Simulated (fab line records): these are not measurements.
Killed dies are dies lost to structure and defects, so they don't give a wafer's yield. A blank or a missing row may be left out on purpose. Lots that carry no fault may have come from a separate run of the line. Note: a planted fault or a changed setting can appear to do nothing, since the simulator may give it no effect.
fab line records ; flow nandHarc ; part 1 of 2: steps 1 to 4 of 6
[record] lots = 19; wafers = 57; lastDay = 24
route steps=1159 shown A_STAIRCASE@585
lots with no fault: from the same line, run without faults
startH: hours from the record's first day to the start of the lot's first wafer shown ; waitH: hours elapsed since this lot's preceding step ; " same as the row above ; L1.1+2: a single row standing in for several wafers ; - value missing, or start not given ; * or withheld: withheld ; < > ~ a bound
route shown NAME@n: names a module that has steps shown in the file, with the first one's number in the route ; usual: mean and standard deviation over wafers with no fault ; same: alike in all rows ; chamber/n: place in a boat ; sites: the reading at each site ; _std_site: how widely they spread, as a standard deviation ; _edge_site: outer sites' mean less inner sites' ; radiusMm: for every site, how far away it sits from the centre of the wafer ; mask NAME#n: copy n ; behind: the most recent tool/chamber to have shaped the wafer ; hold: what put the lot on hold/how long, in hours/how the hold closed ; device: the transistor (n, p or np) that didn't switch ; end of line: tests run on the same wafers once the route is complete ; a step with no rows: only its recipe ; killed: the dies lost at the first sort to structure and to defects; this is not the yield of the wafer ; map: dies across one wafer; x = killed, . = not, _ = none there
set.NAME: the setting that was run; set.NAME@STEP: the one run at that earlier step ; model.NAME: the simulator's own value behind a step, which no gauge read
route steps across a sampled set of lots; one table per step, one row per wafer
services: the hour from which a tool's chamber was out of use, counted from the record's first day as startH (under 0 if before that day), plus the number of hours and why
[[steps]]
[step NHARC_A_STAIRCASE_TRIM_191]
[recipe] timeS = 211.2; o2FlowSccm = 500; arFlowSccm = 0; biasW = 0; chemistry = O2
[usual] chamberPressureMTorr = 60.01/0.053; drypumpMotorCurrentA = 5.8/0.61; o2FlowSccm = 500.4/1.6; oesProductAu = 1.001/0.012; rfVppV = 57.8/0.9; showerheadPlenumPTorr = 3.55/0.11; throttleValvePct = 17.036/0.0093
lot.wafer;tool;chamber;startH;waitH;chamberPressureMTorr;drypumpMotorCurrentA;o2FlowSccm;oesProductAu;rfHoursCounterH;rfVppV;showerheadPlenumPTorr;throttleValvePct
L075.2;rieDiel-07;0;-;-;60.02;5.3;499.9;1.022;5;58.1;3.62;17.038
L075.3;rieDiel-07;1;-;-;60.05;6.7;501.0;1.013;5;55.9;3.52;17.045
L075.5;rieDiel-07;2;-;-;60.04;6.2;501.2;1.006;-;58.8;3.46;17.038
L076.1;rieDiel-03;2;-;-;59.99;5.7;500.9;0.997;11;58.6;3.72;17.050
L076.2;rieDiel-03;3;-;-;59.96;6.8;498.1;1.004;10;58.4;3.50;17.030
L076.3;rieDiel-03;0;-;-;60.07;5.6;498.7;1.008;12;57.4;3.68;17.036
L077.2;rieDiel-03;2;-;-;59.94;5.6;501.8;0.997;13;59.0;3.71;17.052
L077.3;rieDiel-03;0;-;-;60.07;5.6;498.2;1.025;13;58.0;3.68;17.034
L077.5;rieDiel-03;2;-;-;59.87;5.6;500.6;1.005;-;58.1;3.71;17.037
L080.1;rieDiel-03;0;-;-;60.01;5.6;499.6;1.003;18;58.8;3.67;17.028
L080.2;rieDiel-03;1;-;-;60.05;4.9;500.8;0.983;20;57.3;3.63;17.029
L080.4;rieDiel-03;3;-;-;59.95;6.8;499.4;1.002;16;57.4;3.49;17.034
L078.2;rieDiel-11;2;-;-;60.06;5.6;500.3;1.010;26;56.9;3.34;17.027
L078.4;rieDiel-11;0;-;-;60.03;6.1;498.5;0.979;27;58.1;3.47;17.044
L078.5;rieDiel-11;2;-;-;59.95;5.6;501.6;1.006;-;57.0;3.34;17.037
L081.3;rieDiel-03;3;-;-;59.92;6.8;501.7;1.019;18;56.2;3.49;17.043
L081.5;rieDiel-03;1;-;-;59.97;4.9;499.8;0.989;-;57.0;3.63;17.013
L081.6;rieDiel-03;2;-;-;60.00;5.6;500.7;1.004;-;58.4;3.71;17.058
L082.4;rieDiel-07;1;-;-;60.10;6.6;504.3;1.017;21;56.9;3.51;17.033
L082.1;rieDiel-07;3;-;-;60.03;5.1;500.1;0.989;18;58.4;3.55;17.036
L082.5;rieDiel-07;2;-;-;60.04;6.1;500.9;1.005;-;55.6;3.45;17.035
L083.1;rieDiel-03;3;-;-;59.98;6.8;499.3;1.012;24;57.0;3.49;17.044
L083.6;rieDiel-03;3;-;-;59.98;6.8;497.7;1.015;-;57.1;3.49;17.038
L083.5;rieDiel-03;0;-;-;59.97;5.6;499.2;1.015;-;58.4;3.67;17.031
L084.4;rieDiel-07;2;-;-;60.01;6.2;500.3;0.994;26;57.6;3.45;17.029
L084.6;rieDiel-07;3;-;-;59.97;5.1;502.3;0.973;-;56.6;3.54;17.047
L084.5;rieDiel-07;0;-;-;60.04;5.3;500.5;1.008;-;56.9;3.61;17.040
L086.3;rieDiel-11;3;-;-;60.03;5.4;498.8;0.990;44;57.9;3.40;17.036
L086.2;rieDiel-11;0;-;-;59.97;6.1;500.2;0.980;45;58.0;3.46;17.041
L086.1;rieDiel-11;2;-;-;60.03;5.6;498.0;1.024;41;58.0;3.33;17.035
L087.3;rieDiel-07;0;-;-;59.96;5.3;498.2;1.005;32;58.2;3.61;17.037
L087.5;rieDiel-07;3;-;-;60.01;5.1;501.8;0.981;-;57.3;3.54;17.045
L087.6;rieDiel-07;0;-;-;59.92;5.3;500.4;1.001;-;58.1;3.60;17.047
L089.2;rieDiel-11;1;-;-;60.05;6.4;499.2;1.013;47;59.2;3.61;17.035
L089.3;rieDiel-11;3;-;-;59.96;5.4;499.5;0.987;51;57.0;3.39;17.046
L089.5;rieDiel-11;0;-;-;60.03;6.2;499.1;0.982;-;57.7;3.46;17.042
L091.1;rieDiel-07;0;-;-;59.90;5.3;499.9;1.020;39;57.2;3.60;17.021
L091.3;rieDiel-07;2;-;-;59.99;6.2;498.0;1.000;38;56.8;3.44;17.043
L091.4;rieDiel-07;3;-;-;60.02;5.1;499.5;0.999;37;57.6;3.54;17.031
L093.1;rieDiel-03;0;-;-;60.07;5.6;501.2;1.010;42;57.6;3.66;17.015
L093.3;rieDiel-03;1;-;-;59.97;4.9;501.8;0.997;43;56.8;3.62;17.025
L093.6;rieDiel-03;2;-;-;60.04;5.7;500.1;1.006;-;57.7;3.70;17.037
L092.4;rieDiel-11;1;-;-;59.99;6.4;500.6;1.006;52;57.7;3.61;17.034
L092.2;rieDiel-11;3;-;-;59.96;5.4;501.4;0.993;56;58.4;3.39;17.036
L092.1;rieDiel-11;0;-;-;59.96;6.1;498.5;0.990;56;56.9;3.46;17.054
L094.4;rieDiel-07;0;-;-;60.05;5.4;497.5;1.016;45;57.9;3.60;17.050
L094.2;rieDiel-07;1;-;-;59.99;6.7;499.4;1.014;47;57.0;3.49;17.046
L094.3;rieDiel-07;2;-;-;59.98;6.2;501.7;0.999;44;56.3;3.44;17.049
L095.3;rieDiel-03;2;-;-;59.90;5.6;502.4;1.001;49;59.1;3.69;17.029
L095.5;rieDiel-03;2;-;-;59.99;5.7;503.3;1.001;-;58.2;3.69;17.036
L095.6;rieDiel-03;3;-;-;60.01;6.8;500.5;0.995;-;57.6;3.47;17.046
L096.1;rieDiel-03;1;-;-;59.91;4.9;502.2;0.999;55;58.9;3.61;17.027
L096.6;rieDiel-03;3;-;-;60.08;6.8;499.9;1.015;-;58.5;3.47;17.026
L096.5;rieDiel-03;0;-;-;59.95;5.6;499.2;1.016;-;58.4;3.65;17.044
L097.1;rieDiel-07;2;-;-;59.94;6.1;500.2;0.998;52;56.7;3.43;17.031
L097.2;rieDiel-07;3;-;-;60.04;5.1;497.5;0.985;51;57.1;3.53;17.035
L097.3;rieDiel-07;0;-;-;60.01;5.3;497.4;1.015;52;57.8;3.59;17.041
[step NHARC_A_STAIRCASE_TRIM_193]
[recipe] timeS = 211.2; o2FlowSccm = 500; arFlowSccm = 0; biasW = 0; chemistry = O2
[usual] chamberPressureMTorr = 60.00/0.053; drypumpMotorCurrentA = 5.8/0.61; o2FlowSccm = 500.3/1.3; oesProductAu = 1.001/0.012; rfVppV = 57.9/0.89; showerheadPlenumPTorr = 3.54/0.11; throttleValvePct = 17.036/0.0094
lot.wafer;tool;chamber;startH;waitH;chamberPressureMTorr;drypumpMotorCurrentA;o2FlowSccm;oesProductAu;rfHoursCounterH;rfVppV;showerheadPlenumPTorr;throttleValvePct
L075.2;rieDiel-07;1;-;-;59.96;6.7;499.3;1.023;5;57.3;3.52;17.049
L075.3;rieDiel-07;0;-;-;59.98;5.3;499.5;1.009;5;57.8;3.62;17.031
L075.5;rieDiel-07;1;-;-;60.04;6.7;499.8;1.013;-;57.9;3.52;17.021
L076.2;rieDiel-03;1;-;-;60.05;4.9;498.6;0.995;13;57.6;3.63;17.032
L076.1;rieDiel-03;2;-;-;59.92;5.7;499.9;0.992;11;56.4;3.71;17.046
L076.3;rieDiel-03;0;-;-;60.03;5.6;501.1;1.002;12;57.6;3.68;17.046
L077.2;rieDiel-03;0;-;-;59.98;5.6;498.3;1.017;13;57.1;3.68;17.019
L077.3;rieDiel-03;1;-;-;60.06;4.9;501.1;0.995;15;58.2;3.63;17.043
L077.5;rieDiel-03;1;-;-;59.98;4.9;501.1;1.004;-;57.6;3.63;17.027
L080.1;rieDiel-03;1;-;-;59.93;4.9;501.5;0.989;21;57.4;3.63;17.038
L080.2;rieDiel-03;2;-;-;60.03;5.7;501.5;0.995;19;58.6;3.71;17.060
L080.4;rieDiel-03;3;-;-;59.96;6.8;499.5;1.005;16;57.4;3.49;17.039
L078.4;rieDiel-11;0;-;-;59.96;6.1;502.1;0.981;27;58.3;3.47;17.020
L078.2;rieDiel-11;2;-;-;59.97;5.6;498.8;0.998;26;58.5;3.34;17.035
L078.5;rieDiel-11;3;-;-;60.06;5.4;499.0;0.980;-;57.5;3.41;17.052
L081.3;rieDiel-03;2;-;-;59.92;5.6;501.7;1.008;21;59.0;3.71;17.037
L081.6;rieDiel-03;1;-;-;60.03;4.9;499.7;0.998;-;58.4;3.63;17.029
L081.5;rieDiel-03;2;-;-;59.99;5.7;500.1;0.993;-;59.0;3.71;17.014
L082.1;rieDiel-07;2;-;-;59.96;6.2;501.8;0.990;19;57.7;3.45;17.045
L082.4;rieDiel-07;3;-;-;60.09;5.1;501.3;0.993;18;56.4;3.55;17.049
L082.5;rieDiel-07;1;-;-;60.03;6.7;498.8;1.012;-;56.4;3.51;17.050
L083.1;rieDiel-03;3;-;-;60.02;6.7;501.0;1.001;24;56.3;3.49;17.034
L083.5;rieDiel-03;3;-;-;60.04;6.8;500.9;1.007;-;57.3;3.49;17.041
L083.6;rieDiel-03;0;-;-;59.97;5.6;500.5;1.013;-;59.6;3.67;17.028
L084.4;rieDiel-07;1;-;-;60.00;6.7;501.3;1.020;28;58.3;3.50;17.035
L084.5;rieDiel-07;1;-;-;60.05;6.7;498.9;0.998;-;57.9;3.50;17.041
L084.6;rieDiel-07;2;-;-;60.05;6.2;498.4;0.995;-;57.3;3.45;17.026
L086.3;rieDiel-11;3;-;-;60.01;5.4;501.9;0.977;44;58.2;3.40;17.039
L086.2;rieDiel-11;0;-;-;60.02;6.1;500.3;0.991;45;59.7;3.46;17.036
L086.1;rieDiel-11;1;-;-;59.97;6.4;498.1;1.004;42;58.6;3.61;17.048
L087.3;rieDiel-07;2;-;-;60.00;6.2;499.9;1.000;31;57.1;3.45;17.038
L087.6;rieDiel-07;2;-;-;59.97;6.2;499.4;1.004;-;56.2;3.45;17.045
L087.5;rieDiel-07;3;-;-;59.96;5.1;500.7;0.980;-;55.7;3.54;17.046
L089.2;rieDiel-11;2;-;-;60.01;5.7;502.0;1.011;47;57.7;3.33;17.043
L089.3;rieDiel-11;1;-;-;60.05;6.4;502.1;0.995;48;59.1;3.61;17.034
L089.5;rieDiel-11;3;-;-;59.95;5.4;500.1;0.986;-;57.7;3.39;17.025
L091.4;rieDiel-07;1;-;-;60.04;6.7;499.7;1.013;40;57.9;3.50;17.024
L091.1;rieDiel-07;3;-;-;59.97;5.1;499.9;0.992;37;58.3;3.54;17.024
L091.3;rieDiel-07;0;-;-;60.07;5.3;501.6;1.013;40;57.7;3.60;17.040
L093.1;rieDiel-03;0;-;-;60.03;5.6;501.0;1.027;42;58.5;3.66;17.028
L093.3;rieDiel-03;2;-;-;59.96;5.6;501.3;0.999;34;58.3;3.70;17.032
L093.6;rieDiel-03;1;-;-;59.94;4.9;500.7;1.001;-;56.1;3.62;17.032
L092.1;rieDiel-11;2;-;-;59.99;5.6;496.9;1.010;52;58.7;3.32;17.032
L092.2;rieDiel-11;0;-;-;59.96;6.1;499.0;0.985;56;56.7;3.46;17.039
L092.4;rieDiel-11;1;-;-;60.05;6.4;499.3;0.999;52;56.7;3.61;17.024
L094.3;rieDiel-07;2;-;-;59.87;6.1;499.4;0.990;44;58.2;3.44;17.046
L094.2;rieDiel-07;0;-;-;59.96;5.3;499.0;1.023;45;55.8;3.60;17.034
L094.4;rieDiel-07;1;-;-;59.99;6.7;499.8;1.007;47;58.1;3.49;17.031
L095.3;rieDiel-03;1;-;-;59.88;4.9;501.6;0.992;55;55.3;3.61;17.030
L095.5;rieDiel-03;1;-;-;60.01;4.9;499.7;0.990;-;58.4;3.61;17.034
L095.6;rieDiel-03;2;-;-;60.00;5.6;499.9;1.002;-;57.7;3.69;17.044
L096.1;rieDiel-03;3;-;-;59.97;6.8;497.9;1.017;64;57.5;3.47;17.020
L096.5;rieDiel-03;0;-;-;59.99;5.6;500.5;1.020;-;58.2;3.65;17.032
L096.6;rieDiel-03;1;-;-;60.04;4.9;503.6;0.998;-;58.0;3.61;17.058
L097.3;rieDiel-07;2;-;-;59.99;6.2;503.1;1.007;52;57.5;3.43;17.034
L097.1;rieDiel-07;0;-;-;60.07;5.4;499.2;1.007;52;58.6;3.59;17.031
L097.2;rieDiel-07;1;-;-;59.93;6.7;499.9;1.015;53;58.5;3.49;17.044
[step NHARC_A_STAIRCASE_ETCH_225]
[recipe] targetDepthA = 1000; timeS = 40.5; ionEnergyEv = 400; c4f8FlowSccm = 20; o2FlowSccm = 10; arFlowSccm = withheld; rfW = 600; biasW = 1000; chemistry = C4F8/O2
[usual] chamberPressureMTorr = 25.001/0.023; oesProductAu = 0.943/0.013; rfVppV = 896/3.7
lot.wafer;tool;chamber;startH;waitH;chamberPressureMTorr;oesProductAu;rfHoursCounterH;rfVppV
L075.3;rieDiel-07;1;-;-;24.958;0.957;7;895
L075.2;rieDiel-07;2;-;-;25.000;0.952;7;894
L075.5;rieDiel-07;1;-;-;25.000;0.961;-;896
L076.2;rieDiel-11;1;-;-;24.962;0.939;20;900
L076.3;rieDiel-11;2;-;-;24.949;0.953;20;890
L076.1;rieDiel-11;3;-;-;25.016;0.942;19;892
L077.2;rieDiel-03;1;-;-;25.024;0.935;15;900
L077.3;rieDiel-03;2;-;-;24.976;0.939;14;904
L077.5;rieDiel-03;1;-;-;24.972;0.928;-;902
L080.4;rieDiel-07;0;-;-;24.977;0.934;13;898
L080.1;rieDiel-07;1;-;-;24.977;0.939;14;895
L080.2;rieDiel-07;2;-;-;24.983;0.922;13;893
L078.2;rieDiel-07;0;-;-;25.023;0.959;14;899
L078.4;rieDiel-07;2;-;-;24.985;0.937;15;894
L078.5;rieDiel-07;3;-;-;25.010;0.929;-;895
L081.3;rieDiel-07;1;-;-;25.019;0.959;16;895
L081.5;rieDiel-07;3;-;-;25.005;0.936;-;897
L081.6;rieDiel-07;0;-;-;25.005;0.971;-;898
L082.1;rieDiel-03;1;-;-;25.005;0.921;28;899
L082.4;rieDiel-03;3;-;-;25.030;0.949;-;894
L082.5;rieDiel-03;1;-;-;24.968;0.920;-;900
L083.1;rieDiel-07;3;-;-;25.008;0.946;21;897
L083.5;rieDiel-07;0;-;-;25.000;0.955;-;899
L083.6;rieDiel-07;1;-;-;25.037;0.947;-;895
L084.4;rieDiel-11;3;-;-;24.961;0.931;43;891
L084.5;rieDiel-11;3;-;-;24.975;0.928;-;891
L084.6;rieDiel-11;0;-;-;25.023;0.909;-;895
L087.3;rieDiel-03;3;-;-;25.008;0.958;37;894
L087.5;rieDiel-03;0;-;-;25.026;0.962;-;901
L087.6;rieDiel-03;1;-;-;24.990;0.943;-;899
L086.2;rieDiel-07;2;-;-;24.982;0.941;32;893
L086.3;rieDiel-07;0;-;-;24.989;0.950;33;899
L086.1;rieDiel-07;1;-;-;24.977;0.961;33;896
L089.2;rieDiel-11;1;-;-;24.972;0.932;49;897
L089.3;rieDiel-11;2;-;-;24.974;0.945;49;889
L089.5;rieDiel-11;3;-;-;25.020;0.926;-;890
L091.4;rieDiel-03;3;-;-;24.983;0.969;49;895
L091.1;rieDiel-03;0;-;-;25.006;0.954;43;901
L091.3;rieDiel-03;1;-;-;25.022;0.942;44;900
L093.3;rieDiel-07;2;-;-;25.014;0.940;40;892
L093.1;rieDiel-07;1;-;-;24.990;0.958;42;895
L093.6;rieDiel-07;3;-;-;25.010;0.934;-;897
L092.2;rieDiel-03;3;-;-;25.034;0.943;52;895
L092.1;rieDiel-03;0;-;-;24.988;0.948;45;901
L092.4;rieDiel-03;0;-;-;25.001;0.937;-;900
L094.4;rieDiel-11;1;-;-;24.964;0.940;58;898
L094.3;rieDiel-11;3;-;-;25.037;0.934;61;892
L094.2;rieDiel-11;0;-;-;24.999;0.921;62;893
L095.3;rieDiel-03;2;-;-;25.013;0.931;51;902
L095.6;rieDiel-03;0;-;-;25.023;0.940;-;900
L095.5;rieDiel-03;1;-;-;25.004;0.922;-;898
L096.1;rieDiel-07;2;-;-;25.005;0.934;53;894
L096.5;rieDiel-07;0;-;-;24.962;0.960;-;899
L096.6;rieDiel-07;1;-;-;25.024;0.962;-;895
L097.1;rieDiel-03;2;-;-;25.024;0.933;52;901
L097.2;rieDiel-03;3;-;-;24.994;0.952;67;894
L097.3;rieDiel-03;0;-;-;25.046;0.944;59;898
[step NHARC_A_STAIRCASE_DEP_301]
[recipe] targetThkA = 300; targetThkNm = 30; tempC = 400; pressureTorr = 3.5; flowSccm = 200; rfW = 350; material = SiON
[usual] chamberPressureTorr = 3.500/0.0078; heaterPowerW = 758/85
lot.wafer;tool;chamber;startH;waitH;chamberPressureTorr;heaterPowerW
L075.3;pecvd-03;0;265.07;0.9;3.501;808
L075.2;pecvd-03;1;265.07;0.9;3.494;816
L075.5;pecvd-03;2;265.07;0.9;3.492;646
L076.2;pecvd-01;0;267.14;1.3;3.492;839
L076.3;pecvd-01;1;267.14;1.3;3.492;767
L076.1;pecvd-01;2;267.14;1.3;3.500;801
L077.3;pecvd-01;1;270.57;1.1;3.500;830
L077.2;pecvd-01;2;270.57;1.1;3.510;687
L077.5;pecvd-01;2;270.57;1.1;3.495;718
L080.1;pecvd-01;1;287.98;1.6;3.486;809
L080.2;pecvd-01;2;287.98;1.6;3.524;818
L080.4;pecvd-01;0;287.98;1.6;3.497;822
L078.2;pecvd-01;1;288.23;1.2;3.500;712
L078.4;pecvd-01;2;288.23;1.2;3.503;809
L078.5;pecvd-01;0;288.23;1.2;3.495;781
L081.3;pecvd-03;2;290.22;1.1;3.492;671
L081.5;pecvd-03;1;290.22;1.1;3.487;920
L081.6;pecvd-03;2;290.22;1.1;3.505;637
L082.1;pecvd-03;2;306.39;1.6;3.498;630
L082.5;pecvd-03;2;306.39;1.6;3.498;633
L082.4;pecvd-03;0;306.39;1.6;3.498;783
L083.1;pecvd-03;0;310.40;1.6;3.511;675
L083.5;pecvd-03;1;310.40;1.6;3.515;853
L083.6;pecvd-03;2;310.40;1.6;3.498;663
L084.6;pecvd-01;2;325.62;0.1;3.509;786
L084.5;pecvd-01;0;325.62;0.1;3.494;761
L084.4;pecvd-01;1;325.62;0.1;3.510;822
L087.3;pecvd-03;0;332.46;1.0;3.504;708
L087.6;pecvd-03;0;332.46;1.0;3.501;716
L087.5;pecvd-03;1;332.46;1.0;3.504;900
L086.1;pecvd-01;0;333.18;1.6;3.488;805
L086.3;pecvd-01;1;333.18;1.6;3.504;813
L086.2;pecvd-01;2;333.18;1.6;3.496;866
L089.2;pecvd-03;2;358.03;1.3;3.488;685
L089.3;pecvd-03;0;358.03;1.3;3.494;730
L089.5;pecvd-03;1;358.03;1.3;3.499;909
L091.3;pecvd-03;1;361.65;0.9;3.498;769
L091.1;pecvd-03;0;361.65;0.9;3.498;716
L091.4;pecvd-03;2;361.65;0.9;3.510;678
L093.3;pecvd-03;0;362.06;1.0;3.502;795
L093.1;pecvd-03;1;362.06;1.0;3.495;846
L093.6;pecvd-03;0;362.06;1.0;3.503;798
L092.1;pecvd-03;1;365.08;1.5;3.498;895
L092.2;pecvd-03;0;365.08;1.5;3.492;816
L092.4;pecvd-03;1;365.08;1.5;3.488;897
L094.3;pecvd-03;1;378.05;1.1;3.496;887
L094.2;pecvd-03;2;378.05;1.1;3.493;718
L094.4;pecvd-03;0;378.05;1.1;3.506;791
L096.1;pecvd-04;1;395.66;1.6;3.498;630
L096.6;pecvd-04;1;395.66;1.6;3.489;621
L096.5;pecvd-04;0;395.66;1.6;3.504;607
L095.3;pecvd-01;0;397.19;1.0;3.506;726
L095.6;pecvd-01;2;397.19;1.0;3.496;798
L095.5;pecvd-01;0;397.19;1.0;3.506;707
L097.1;pecvd-03;1;399.41;1.6;3.499;805
L097.3;pecvd-03;2;399.41;1.6;3.506;682
L097.2;pecvd-03;0;399.41;1.6;3.495;757
